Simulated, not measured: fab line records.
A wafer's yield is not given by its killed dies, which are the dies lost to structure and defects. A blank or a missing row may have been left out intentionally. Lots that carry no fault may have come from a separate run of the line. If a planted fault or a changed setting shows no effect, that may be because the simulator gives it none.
fab line records	flow n5-finfet
record lots=7	wafers=39
route steps=1938 shown WELL_APT@24 DUMMY_GATE@228 SD_EPI_N@267 MOL_CONTACT_COAG@551
start-h: hours from the record's first day to the start of the lot's first wafer shown	wait-h: hours since the lot's step before	" the same as in the row above	L1.1+2: a row that stands for several wafers	- no value, or no start given	* or withheld: withheld	< > ~ a bound
route shown NAME@n: NAME is a module with steps in the file, n the number in the route of the first one	usual: mean/standard deviation of fault-free wafers	same: alike in all rows	chamber/n: place in a boat	sites: readings site by site	_std_site: their standard deviation	_edge_site: inner sites' mean taken away from outer sites' mean	radius-mm: for every site, how far away it sits from the centre of the wafer	mask NAME#n: copy n	behind: the tool/chamber that last shaped the wafer	hold: the reason the lot was held/the length of the hold in hours/how it ended	device: the transistor (n, p or np) that didn't switch	end of line: tests run on the same wafers once the route is complete	for a step that has no rows: nothing shown but its recipe	killed: the dies lost at the first sort to structure and to defects; this is not the yield of the wafer	map: per-die view of a wafer (x killed, . not killed, _ where there is no die)
set.NAME: the setting the step ran with; set.NAME@STEP: the setting that earlier step ran with	model.NAME: the simulator's own value behind a step, which no gauge read
lots where settings were altered on purpose, with a table for each step and a row for each wafer
## steps
# step N5_WELL_APT_EXPOSE_05
# recipe mask-id=NWELL	na=0.8	source-shape=conventional	sigma-outer=0.8	polarization=unpolarized	defocus-nm=0	target-cd-nm=200	dose-mj=20.3
lot.wafer	tool	chamber	start-h	wait-h	mask	set.dose-mj
L074.1+2+3	krf-scanner-01	0	13.53	-	NWELL#0	18.91
L074.4+5+6	"	0	"	"	NWELL#0	20.3
L075.1+2+3+4+5+6	krf-scanner-01	0	19.44	-	NWELL#0	20.3
L084.1+4+5	krf-scanner-02	0	73.67	-	NWELL#0	20.3
L084.2+3+6	"	0	"	"	NWELL#0	19.71
L085.3+4+6	krf-scanner-02	0	79.53	-	NWELL#0	20.3
L086.1+4+6	krf-scanner-01	0	85.70	-	NWELL#0	18.98
L086.2+3+5	"	0	"	"	NWELL#0	20.3
L087.1+3+6	krf-scanner-02	0	91.68	-	NWELL#0	19.41
L087.2+4+5	"	0	"	"	NWELL#0	20.3
L096.1+4+5	krf-scanner-02	0	145.51	-	NWELL#0	20.3
L096.2+3+6	"	0	"	"	NWELL#0	21.78
# step N5_WELL_APT_PEB_06
# recipe peb-temp-c=130	peb-time-s=90
# step N5_WELL_APT_DEVELOP_07
# recipe develop-time-s=45	rinse-liquid=surfactant-rinse	dry=air-spin	dev-temp-c=21
# step N5_WELL_APT_HARDBAKE_12
# recipe temp-c=130	time-s=120
# step N5_WELL_APT_CD_MEAS_08
# recipe target-cd-nm=200	landing-energy-ev=500	detector=se-inlens
# usual cd-nm=199.9/2.3
lot.wafer	tool	chamber	start-h	wait-h	set.dose-mj@WELL_APT_EXPOSE_05	cd-nm
L074.1	cd-sem-03	0	13.70	-	18.91	191.3
L074.2	"	0	"	"	18.91	187.4
L074.3	"	0	"	"	18.91	185.5
L074.4	"	0	"	"	20.3	202.6
L074.5	"	0	"	"	20.3	201.7
L074.6	"	0	"	"	20.3	199.4
L075.1	cd-sem-03	0	19.61	-	20.3	199.3
L075.2	"	0	"	"	20.3	196.1
L075.3	"	0	"	"	20.3	196.7
L075.4	"	0	"	"	20.3	200.8
L075.5	"	0	"	"	20.3	201.0
L075.6	"	0	"	"	20.3	197.3
L084.1	cd-sem-01	0	73.84	-	20.3	201.6
L084.2	"	0	"	"	19.71	199.6
L084.3	"	0	"	"	19.71	196.0
L084.4	"	0	"	"	20.3	203.2
L084.5	"	0	"	"	20.3	206.5
L084.6	"	0	"	"	19.71	195.0
L085.3	cd-sem-02	0	79.69	-	20.3	198.2
L085.4	"	0	"	"	20.3	199.9
L085.6	"	0	"	"	20.3	200.5
L086.1	cd-sem-01	0	85.87	-	18.98	189.1
L086.2	"	0	"	"	20.3	197.4
L086.3	"	0	"	"	20.3	202.0
L086.4	"	0	"	"	18.98	190.6
L086.5	"	0	"	"	20.3	197.8
L086.6	"	0	"	"	18.98	190.8
L087.1	cd-sem-03	0	91.86	-	19.41	189.2
L087.2	"	0	"	"	20.3	202.3
L087.3	"	0	"	"	19.41	194.9
L087.4	"	0	"	"	20.3	197.7
L087.5	"	0	"	"	20.3	200.0
L087.6	"	0	"	"	19.41	193.2
L096.1	cd-sem-03	0	145.68	-	20.3	198.8
L096.2	"	0	"	"	21.78	213.5
L096.3	"	0	"	"	21.78	211.7
L096.4	"	0	"	"	20.3	198.9
L096.5	"	0	"	"	20.3	197.7
L096.6	"	0	"	"	21.78	212.1
# step N5_WELL_APT_DESCUM_13
# recipe chemistry=O2	time-s=7.9	source-power-w=50	bias-power-w=20	pressure-mtorr=20	rf-frequency-hz=2.712e+07	temp-c=40	o2-flow-sccm=225
lot.wafer	tool	chamber	start-h	wait-h	set.dose-mj@WELL_APT_EXPOSE_05	model.WELL_APT.cd-nm
L074.1	rie-diel-01	1	13.79	0.0	18.91	191.2
L074.2	"	2	"	"	18.91	187.5
L074.3	"	0	"	"	18.91	185.3
L074.4	"	3	"	"	20.3	202.9
L074.5	"	3	"	"	20.3	201.6
L074.6	"	0	"	"	20.3	199.6
L075.1	rie-diel-04	3	19.73	0.1	20.3	199
L075.2	"	0	"	"	20.3	195.8
L075.3	"	2	"	"	20.3	196.3
L075.4	"	1	"	"	20.3	200.9
L075.5	"	0	"	"	20.3	201
L075.6	"	3	"	"	20.3	197.4
L084.1	rie-diel-01	1	73.93	0.0	20.3	201.5
L084.2	"	0	"	"	19.71	199.7
L084.3	"	2	"	"	19.71	195.8
L084.4	"	3	"	"	20.3	203.5
L084.5	"	3	"	"	20.3	206.7
L084.6	"	0	"	"	19.71	195.4
L085.3	rie-diel-04	1	79.78	0.0	20.3	198
L085.4	"	2	"	"	20.3	199.7
L085.6	"	3	"	"	20.3	200.4
L086.1	rie-diel-04	1	85.97	0.0	18.98	189.2
L086.2	"	3	"	"	20.3	197.8
L086.3	"	2	"	"	20.3	202.1
L086.4	"	0	"	"	18.98	190.8
L086.5	"	1	"	"	20.3	197.5
L086.6	"	0	"	"	18.98	190.6
L087.1	rie-diel-01	2	91.94	0.0	19.41	189.4
L087.2	"	1	"	"	20.3	202.2
L087.3	"	0	"	"	19.41	195.4
L087.4	"	3	"	"	20.3	197.8
L087.5	"	0	"	"	20.3	200.2
L087.6	"	1	"	"	19.41	193
L096.1	rie-diel-04	3	145.80	0.0	20.3	198.9
L096.2	"	2	"	"	21.78	213.4
L096.3	"	0	"	"	21.78	211.4
L096.4	"	1	"	"	20.3	198.8
L096.5	"	2	"	"	20.3	197.6
L096.6	"	3	"	"	21.78	212.4
# step N5_WELL_APT_IMPLANT_15
# recipe species=As	energy-kev=25	dose-cm2=1.5e+13	tilt-deg=0	rotation-deg=0
lot.wafer	tool	chamber	start-h	wait-h	set.energy-kev	model.implant.rp-nm	model.implant.drp-nm
L074.1+3+5	implanter-02	0	14.06	0.1	21.32	16.73	7.562
L074.2+4+6	"	0	"	"	25	18.82	8.457
L075.1+4+6	implanter-02	0	20.00	0.1	25	18.81	8.457
L075.2+3+5	"	0	"	"	28.98	21.02	9.402
L084.1+2+4	implanter-01	0	74.21	0.1	25	18.86	8.457
L084.3+5+6	"	0	"	"	22.42	17.4	7.833
L085.3+4+6	implanter-01	0	80.12	0.1	25	18.44	8.457
L086.1+3+4	implanter-02	0	86.25	0.1	25	18.52	8.457
L086.2+5+6	"	0	"	"	28.01	20.17	9.173
L087.1+2+4	implanter-01	0	92.22	0.1	27.9	20.24	9.147
L087.3+5+6	"	0	"	"	25	18.65	8.457
L096.1+2+3	implanter-01	0	146.08	0.1	22.37	17.45	7.82
L096.4+5+6	"	0	"	"	25	18.95	8.457
# step N5_WELL_APT_EPI_41
# recipe material=Si	target-thk-a=500	temp-c=650	precursor=SiH4/H2	pressure-torr=20	time-s=297.7
lot.wafer	tool	chamber	start-h	wait-h	set.target-thk-a	model.Si_of_WELL_APT_EPI_41.thk-nm
L074.1	epi-rpcvd-04	0	15.99	0.0	500	50.75
L074.2	"	0	"	"	469.6	47.05
L074.3	"	0	"	"	469.6	47.44
L074.4	"	0	"	"	500	49.52
L074.5	"	0	"	"	500	50.91
L074.6	"	0	"	"	469.6	46.93
L075.1	epi-rpcvd-04	0	22.15	0.0	518.4	50.94
L075.2	"	0	"	"	500	49.53
L075.3	"	0	"	"	500	49.58
L075.4	"	0	"	"	500	49.79
L075.5	"	0	"	"	518.4	52.25
L075.6	"	0	"	"	518.4	51.2
L084.1	epi-rpcvd-02	0	76.22	0.0	461.6	47.69
L084.2	"	0	"	"	500	51.12
L084.3	"	0	"	"	500	51.17
L084.4	"	0	"	"	500	51.13
L084.5	"	0	"	"	461.6	47.5
L084.6	"	0	"	"	461.6	48.06
L085.3	epi-rpcvd-01	0	82.29	0.2	500	49.32
L085.4	"	0	"	"	500	49.62
L085.6	"	0	"	"	500	49.42
L086.1	epi-rpcvd-01	0	88.31	0.0	476	47.55
L086.2	"	0	"	"	476	46.67
L086.3	"	0	"	"	500	49.84
L086.4	"	0	"	"	476	47.38
L086.5	"	0	"	"	500	49.05
L086.6	"	0	"	"	500	49.89
L087.1	epi-rpcvd-01	0	94.29	0.0	500	49.8
L087.2	"	0	"	"	500	50.08
L087.3	"	0	"	"	481.2	47.83
L087.4	"	0	"	"	481.2	48.35
L087.5	"	0	"	"	500	49.33
L087.6	"	0	"	"	481.2	47.78
L096.1	epi-rpcvd-04	0	148.11	0.0	500	49.83
L096.2	"	0	"	"	500	49.6
L096.3	"	0	"	"	475.8	48.16
L096.4	"	0	"	"	500	50.68
L096.5	"	0	"	"	475.8	47.64
L096.6	"	0	"	"	475.8	46.71
# step N5_DUMMY_GATE_EXPOSE_12
# recipe mask-id=GATE	na=0.33	source-shape=annular	sigma-inner=0.2	sigma-outer=0.6	polarization=unpolarized	target-cd-nm=25	dose-mj=34
lot.wafer	tool	chamber	start-h	wait-h	mask	set.dose-mj
L074.1+3+4	euv-scanner-01	0	47.02	-	GATE#0	34
L074.2+5+6	"	0	"	"	GATE#0	35.16
L075.1+2+3+4+5+6	euv-scanner-02	0	51.21	-	GATE#0	34
L084.1+2+6	euv-scanner-02	0	106.90	-	GATE#0	36.01
L084.3+4+5	"	0	"	"	GATE#0	34
L085.3+4+6	euv-scanner-02	0	111.66	-	GATE#0	34
L086.1+4+5	euv-scanner-01	0	117.79	-	GATE#0	32.82
L086.2+3+6	"	0	"	"	GATE#0	34
L087.1+2+3+4+5+6	euv-scanner-01	0	123.25	-	GATE#0	34
L096.1+2+3+4+5+6	euv-scanner-02	0	178.18	-	GATE#0	34
# step N5_DUMMY_GATE_PEB_13
# recipe peb-temp-c=100	peb-time-s=60	resist=CAR-EUV
# step N5_DUMMY_GATE_DEVELOP_14
# recipe develop-time-s=30	developer=TMAH	resist=CAR-EUV	rinse-liquid=surfactant-rinse	dry=air-spin	dev-temp-c=23
# step N5_DUMMY_GATE_CD_MEAS_15
# recipe target-cd-nm=25.8	landing-energy-ev=500	detector=se-inlens
# usual cd-nm=24.96/0.24
lot.wafer	tool	chamber	start-h	wait-h	set.dose-mj@DUMMY_GATE_EXPOSE_12	cd-nm
L074.1	cd-sem-02	0	47.15	-	34	25.01
L074.2	"	0	"	"	35.16	24.24
L074.3	"	0	"	"	34	25.15
L074.4	"	0	"	"	34	24.56
L074.5	"	0	"	"	35.16	24.05
L074.6	"	0	"	"	35.16	24.24
L075.1	cd-sem-03	0	51.34	-	34	24.88
L075.2	"	0	"	"	34	24.95
L075.3	"	0	"	"	34	25.55
L075.4	"	0	"	"	34	24.97
L075.5	"	0	"	"	34	24.90
L075.6	"	0	"	"	34	24.90
L084.1	cd-sem-01	0	107.02	-	36.01	23.99
L084.2	"	0	"	"	36.01	24.07
L084.3	"	0	"	"	34	24.83
L084.4	"	0	"	"	34	24.86
L084.5	"	0	"	"	34	24.97
L084.6	"	0	"	"	36.01	23.90
L085.3	cd-sem-03	0	111.78	-	34	25.10
L085.4	"	0	"	"	34	25.14
L085.6	"	0	"	"	34	25.09
L086.1	cd-sem-02	0	117.91	-	32.82	25.82
L086.2	"	0	"	"	34	24.80
L086.3	"	0	"	"	34	24.79
L086.4	"	0	"	"	32.82	25.60
L086.5	"	0	"	"	32.82	25.57
L086.6	"	0	"	"	34	25.11
L087.1	cd-sem-03	0	123.37	-	34	24.70
L087.2	"	0	"	"	34	24.70
L087.3	"	0	"	"	34	25.04
L087.4	"	0	"	"	34	25.24
L087.5	"	0	"	"	34	24.94
L087.6	"	0	"	"	34	24.98
L096.1	cd-sem-02	0	178.31	-	34	25.15
L096.2	"	0	"	"	34	25.17
L096.3	"	0	"	"	34	25.20
L096.4	"	0	"	"	34	25.12
L096.5	"	0	"	"	34	25.11
L096.6	"	0	"	"	34	24.96
# step N5_SD_EPI_N_EXPOSE_06
# recipe mask-id=SD_N_BLK	na=1.35	source-shape=conventional	sigma-outer=0.8	polarization=unpolarized	target-cd-nm=120	dose-mj=39.75
lot.wafer	tool	chamber	start-h	wait-h	mask	set.dose-mj
L074.1+2+3	arfi-scanner-01	0	49.31	-	SD_N_BLK#0	37.54
L074.4+5+6	"	0	"	"	SD_N_BLK#0	39.75
L075.1+3+5	arfi-scanner-03	0	53.50	-	SD_N_BLK#0	39.75
L075.2+4+6	"	0	"	"	SD_N_BLK#0	42.31
L084.1+3+5	arfi-scanner-03	0	109.19	-	SD_N_BLK#0	39.75
L084.2+4+6	"	0	"	"	SD_N_BLK#0	37.76
L085.3+4+6	arfi-scanner-01	0	113.96	-	SD_N_BLK#0	39.75
L086.1+2+3+4+5+6	arfi-scanner-01	0	119.95	-	SD_N_BLK#0	39.75
L087.1+3+4	arfi-scanner-03	0	125.53	-	SD_N_BLK#0	39.75
L087.2+5+6	"	0	"	"	SD_N_BLK#0	37.69
L096.1+5+6	arfi-scanner-03	0	180.98	-	SD_N_BLK#0	39.75
L096.2+3+4	"	0	"	"	SD_N_BLK#0	40.96
# step N5_SD_EPI_N_PEB_07
# recipe peb-temp-c=110	peb-time-s=60	resist=CAR-ArF-block
# step N5_SD_EPI_N_DEVELOP_08
# recipe develop-time-s=30	developer=TMAH	resist=CAR-ArF-block	dev-temp-c=23	rinse-liquid=diw	dry=air-spin
# step N5_SD_EPI_N_CD_MEAS_09
# recipe target-cd-nm=120	landing-energy-ev=500	detector=se-inlens
# usual cd-nm=119.5/1.1
lot.wafer	tool	chamber	start-h	wait-h	set.dose-mj@SD_EPI_N_EXPOSE_06	cd-nm
L074.1	cd-sem-02	0	49.43	-	37.54	115.6
L074.2	"	0	"	"	37.54	115.1
L074.3	"	0	"	"	37.54	114.8
L074.4	"	0	"	"	39.75	119.5
L074.5	"	0	"	"	39.75	118.4
L074.6	"	0	"	"	39.75	118.7
L075.1	cd-sem-03	0	53.63	-	39.75	120.1
L075.2	"	0	"	"	42.31	125.9
L075.3	"	0	"	"	39.75	120.9
L075.4	"	0	"	"	42.31	125.7
L075.5	"	0	"	"	39.75	120.5
L075.6	"	0	"	"	42.31	125.8
L084.1	cd-sem-03	0	109.31	-	39.75	119.7
L084.2	"	0	"	"	37.76	115.3
L084.3	"	0	"	"	39.75	118.7
L084.4	"	0	"	"	37.76	114.9
L084.5	"	0	"	"	39.75	119.3
L084.6	"	0	"	"	37.76	114.3
L085.3	cd-sem-03	0	114.08	-	39.75	119.0
L085.4	"	0	"	"	39.75	118.1
L085.6	"	0	"	"	39.75	119.2
L086.1	cd-sem-03	0	120.08	-	39.75	118.5
L086.2	"	0	"	"	39.75	118.2
L086.3	"	0	"	"	39.75	117.5
L086.4	"	0	"	"	39.75	119.5
L086.5	"	0	"	"	39.75	118.5
L086.6	"	0	"	"	39.75	119.5
L087.1	cd-sem-01	0	125.66	-	39.75	118.4
L087.2	"	0	"	"	37.69	115.6
L087.3	"	0	"	"	39.75	118.0
L087.4	"	0	"	"	39.75	118.6
L087.5	"	0	"	"	37.69	113.4
L087.6	"	0	"	"	37.69	116.3
L096.1	cd-sem-01	0	181.10	-	39.75	121.4
L096.2	"	0	"	"	40.96	123.1
L096.3	"	0	"	"	40.96	123.4
L096.4	"	0	"	"	40.96	122.6
L096.5	"	0	"	"	39.75	121.5
L096.6	"	0	"	"	39.75	120.6
# step N5_SD_EPI_N_DESCUM_14
# recipe chemistry=O2	time-s=7.9	source-power-w=50	bias-power-w=20	pressure-mtorr=20	rf-frequency-hz=2.712e+07	temp-c=40	resist=CAR-ArF-block	o2-flow-sccm=225
lot.wafer	tool	chamber	start-h	wait-h	set.dose-mj@SD_EPI_N_EXPOSE_06	model.SD_EPI_N.cd-nm
L074.1	rie-diel-04	2	50.08	0.6	37.54	115.8
L074.2	"	0	"	"	37.54	115.4
L074.3	"	3	"	"	37.54	114.8
L074.4	"	2	"	"	39.75	119.8
L074.5	"	0	"	"	39.75	118.4
L074.6	"	3	"	"	39.75	118.6
L075.1	rie-diel-04	0	53.71	0.0	39.75	120.6
L075.2+4	"	3,2	"	"	42.31	125.8
L075.3	"	2	"	"	39.75	121.4
L075.5	"	0	"	"	39.75	120.8
L075.6	"	3	"	"	42.31	125.6
L084.1+5	rie-diel-04	1,3	109.40	0.0	39.75	119.4
L084.2+4	"	0,2	"	"	37.76	115.4
L084.3	"	3	"	"	39.75	119
L084.6	"	2	"	"	37.76	114.8
L085.3	rie-diel-04	1	114.16	0.0	39.75	118.8
L085.4	"	2	"	"	39.75	118.6
L085.6	"	0	"	"	39.75	119.6
L086.1	rie-diel-01	1	120.16	0.0	39.75	118.4
L086.2	"	0	"	"	39.75	118.2
L086.3	"	3	"	"	39.75	117.2
L086.4	"	2	"	"	39.75	119.4
L086.5	"	0	"	"	39.75	118.6
L086.6	"	3	"	"	39.75	119.2
L087.1	rie-diel-04	0	125.79	0.1	39.75	118.4
L087.2	"	1	"	"	37.69	115.6
L087.3	"	3	"	"	39.75	118.2
L087.4	"	2	"	"	39.75	118.6
L087.5	"	2	"	"	37.69	114.2
L087.6	"	1	"	"	37.69	116
L096.1	rie-diel-04	2	181.19	0.0	39.75	121.4
L096.2	"	3	"	"	40.96	123.2
L096.3	"	0	"	"	40.96	123.6
L096.4	"	1	"	"	40.96	122.6
L096.5	"	0	"	"	39.75	121.6
L096.6	"	3	"	"	39.75	120.4
# step N5_SD_EPI_N_ETCH_34
# recipe chemistry=CF4	target=SiARC	target-depth-a=455	mask-material=CAR-ArF-block	time-s=75.8	ion-energy-ev=80	pressure-mtorr=40	source-w=545	bias-w=36	Ar_flow_sccm=100	cf4-flow-sccm=100	ends=cleared
lot.wafer	tool	chamber	start-h	wait-h	set.dose-mj@SD_EPI_N_EXPOSE_06	model.SD_EPI_N.cd-nm
L074.1	rie-diel-04	2	50.11	0.0	37.54	115.6
L074.2	"	0	"	"	37.54	115.4
L074.3	"	3	"	"	37.54	115
L074.4	"	2	"	"	39.75	119.8
L074.5	"	0	"	"	39.75	118.4
L074.6	"	3	"	"	39.75	118.8
L075.1	rie-diel-04	0	53.75	0.0	39.75	120.6
L075.2	"	3	"	"	42.31	126
L075.3	"	2	"	"	39.75	121.4
L075.4	"	2	"	"	42.31	125.8
L075.5	"	0	"	"	39.75	120.8
L075.6	"	3	"	"	42.31	125.6
L084.1+3	rie-diel-04	1,3	109.44	0.0	39.75	119.4
L084.2	"	0	"	"	37.76	115.4
L084.4	"	2	"	"	37.76	115.2
L084.5	"	3	"	"	39.75	119.8
L084.6	"	2	"	"	37.76	114.6
L085.3+4	rie-diel-04	1,2	114.20	0.0	39.75	118.6
L085.6	"	0	"	"	39.75	119.4
L086.1+2	rie-diel-01	1,0	120.20	0.0	39.75	118.2
L086.3	"	3	"	"	39.75	117.2
L086.4+6	"	2,3	"	"	39.75	119.4
L086.5	"	0	"	"	39.75	118.6
L087.1+3	rie-diel-04	0,3	125.82	0.0	39.75	118.4
L087.2	"	1	"	"	37.69	115.8
L087.4	"	2	"	"	39.75	118.8
L087.5	"	2	"	"	37.69	114.2
L087.6	"	1	"	"	37.69	116.2
L096.1	rie-diel-04	2	181.22	0.0	39.75	121.4
L096.2	"	3	"	"	40.96	123.6
L096.3	"	0	"	"	40.96	123.4
L096.4	"	1	"	"	40.96	122.8
L096.5	"	0	"	"	39.75	121.6
L096.6	"	3	"	"	39.75	121
# step N5_MOL_CONTACT_COAG_SPUTTER_130
# recipe material=Co	target-thk-a=475	temp-c=25	chamber-pressure-pa=0.5	power-w=3000
lot.wafer	tool	chamber	start-h	wait-h	set.target-thk-a	model.Co_of_MOL_CONTACT_COAG_SPUTTER_130.thk-nm
L074.1	pvd-sputter-01	-	94.86	0.0	475	47
L074.2	"	-	"	"	475	47.6
L074.3+6	"	-	"	"	408.4	41
L074.4	"	-	"	"	408.4	40.8
L074.5	"	-	"	"	475	47.2
L075.1+6	pvd-sputter-01	-	97.76	0.0	475	47.4
L075.2	"	-	"	"	475	47.8
L075.3	"	-	"	"	543.3	54.6
L075.4	"	-	"	"	543.3	54.2
L075.5	"	-	"	"	543.3	54.8
L084.1+4+5	pvd-sputter-01	-	153.82	0.0	475	48.4
L084.2	"	-	"	"	475	48.2
L084.3	"	-	"	"	475	46.8
L084.6	"	-	"	"	475	47.6
L085.3	pvd-sputter-01	-	158.42	0.0	475	47.2
L085.4	"	-	"	"	475	46.4
L085.6	"	-	"	"	475	47.8
L086.1	pvd-sputter-01	-	165.99	0.0	475	47.8
L086.2+5	"	-	"	"	519.7	51.8
L086.3	"	-	"	"	475	46.6
L086.4	"	-	"	"	519.7	52.2
L086.6	"	-	"	"	475	46.2
L087.1+2+3	pvd-sputter-02	-	171.66	0.0	475	47
L087.4	"	-	"	"	432.5	43.2
L087.5	"	-	"	"	432.5	42.6
L087.6	"	-	"	"	432.5	43.4
L096.1	pvd-sputter-01	-	224.69	0.0	475	47.6
L096.2	"	-	"	"	475	48.8
L096.3	"	-	"	"	434.4	43.2
L096.4	"	-	"	"	434.4	44.6
L096.5	"	-	"	"	434.4	43.4
L096.6	"	-	"	"	475	48.4
## key
split step=N5_WELL_APT_EXPOSE_05	setting=dose-mj	stated=20.3	by=wafer
response step=N5_WELL_APT_CD_MEAS_08	reading=cd-nm	change=+1.78	per=1%	r=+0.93
response step=N5_WELL_APT_DESCUM_13	reading=model.WELL_APT.cd-nm	change=+1.79	per=1%	r=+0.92
split step=N5_WELL_APT_IMPLANT_15	setting=energy-kev	stated=25	by=wafer
response step=N5_WELL_APT_IMPLANT_15	reading=model.implant.rp-nm	change=+0.14	per=1%	r=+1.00
response step=N5_WELL_APT_IMPLANT_15	reading=model.implant.drp-nm	change=+0.06	per=1%	r=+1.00
split step=N5_WELL_APT_EPI_41	setting=target-thk-a	stated=500	by=wafer
response step=N5_WELL_APT_EPI_41	reading=model.Si_of_WELL_APT_EPI_41.thk-nm	change=+0.487	per=1%	r=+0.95
split step=N5_DUMMY_GATE_EXPOSE_12	setting=dose-mj	stated=34	by=wafer
response step=N5_DUMMY_GATE_CD_MEAS_15	reading=cd-nm	change=-0.178	per=1%	r=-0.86
split step=N5_SD_EPI_N_EXPOSE_06	setting=dose-mj	stated=39.75	by=wafer
response step=N5_SD_EPI_N_CD_MEAS_09	reading=cd-nm	change=+0.74	per=1%	r=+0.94
response step=N5_SD_EPI_N_DESCUM_14	reading=model.SD_EPI_N.cd-nm	change=+0.701	per=1%	r=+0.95
response step=N5_SD_EPI_N_ETCH_34	reading=model.SD_EPI_N.cd-nm	change=+0.72	per=1%	r=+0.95
split step=N5_MOL_CONTACT_COAG_SPUTTER_130	setting=target-thk-a	stated=475	by=wafer
response step=N5_MOL_CONTACT_COAG_SPUTTER_130	reading=model.Co_of_MOL_CONTACT_COAG_SPUTTER_130.thk-nm	change=+0.482	per=1%	r=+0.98
